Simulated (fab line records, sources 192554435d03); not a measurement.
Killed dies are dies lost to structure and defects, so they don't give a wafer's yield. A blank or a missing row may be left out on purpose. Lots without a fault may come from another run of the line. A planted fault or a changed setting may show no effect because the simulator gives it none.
Chamber matching | flow n5_finfet | N5_BEOL_M15_DEP_53 on pecvd-01: 3 sister chambers
The step deposits SiCN from 3MS/NH3, target thk 50 nm, time 17.8 s. 16 wafers are shown with their chamber, then 8 later ones without.

WAFERS WITH THEIR CHAMBER
wafer  | chamber | throttle_valve_pct (%) | showerhead_plenum_p_Torr (Torr)
L074.3 | 2       | 17.2                   | 4.130
L074.4 | 1       | 18.6                   | 4.150
L074.5 | 2       | 17.0                   | 4.119
L082.1 | 1       | 18.7                   | 4.154
L082.4 | 2       | 17.1                   | 4.135
L082.5 | 0       | 18.0                   | 4.110
L078.1 | 2       | 17.5                   | 4.133
L078.4 | 0       | 18.1                   | 4.105
L078.5 | 2       | 17.2                   | 4.123
L086.2 | 1       | 18.9                   | 4.136
L086.3 | 2       | 17.1                   | 4.129
L086.6 | 2       | 17.4                   | 4.132
L085.2 | 0       | 18.4                   | 4.118
L085.3 | 2       | 17.0                   | 4.133
L085.5 | 2       | 17.2                   | 4.129
L087.3 | 0       | 18.0                   | 4.109

SIGNATURES (means of the wafers above)
reading                  | chamber 0 | chamber 1 | chamber 2 | scatter within a chamber
throttle_valve_pct       | 18.125    | 18.733    | 17.189    | 0.172
showerhead_plenum_p_Torr | 4.11050   | 4.14667   | 4.12922   | 0.00608
Rule: a wafer's distance from a chamber is the root of the sum, over the readings, of the square of ((its reading less the chamber's mean) divided by the reading's scatter). The wafer belongs to the nearest chamber; if the next one is less than 2 further off, it can't be placed. The scatter: the root of (the sum of the squares of (reading less its chamber's mean) over the shown wafers, divided by (wafers less chambers)).

WAFERS WITHOUT THEIR CHAMBER
wafer  | throttle_valve_pct (%) | showerhead_plenum_p_Torr (Torr)
L087.4 | 18.2                   | 4.108
L087.5 | 17.4                   | 4.123
L090.1 | 18.1                   | 4.111
L090.2 | 18.7                   | 4.140
L090.6 | 17.6                   | 4.125
L094.1 | 18.9                   | 4.147
L094.2 | 18.2                   | 4.101
L094.4 | 18.4                   | 4.121

WHICH CHAMBER EACH WENT THROUGH
wafer  | from the rows above     | in truth
L087.4 | 0                       | 0
L087.5 | 2                       | 2
L090.1 | 0                       | 0
L090.2 | 1                       | 1
L090.6 | can't be placed: 2 or 0 | 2
L094.1 | 1                       | 1
L094.2 | 0                       | 0
L094.4 | 0                       | 0
Placed correctly: 7 of 8. Can't be placed from these rows: 1 (the true chamber is among the candidates in 1). Placed wrongly: 0.
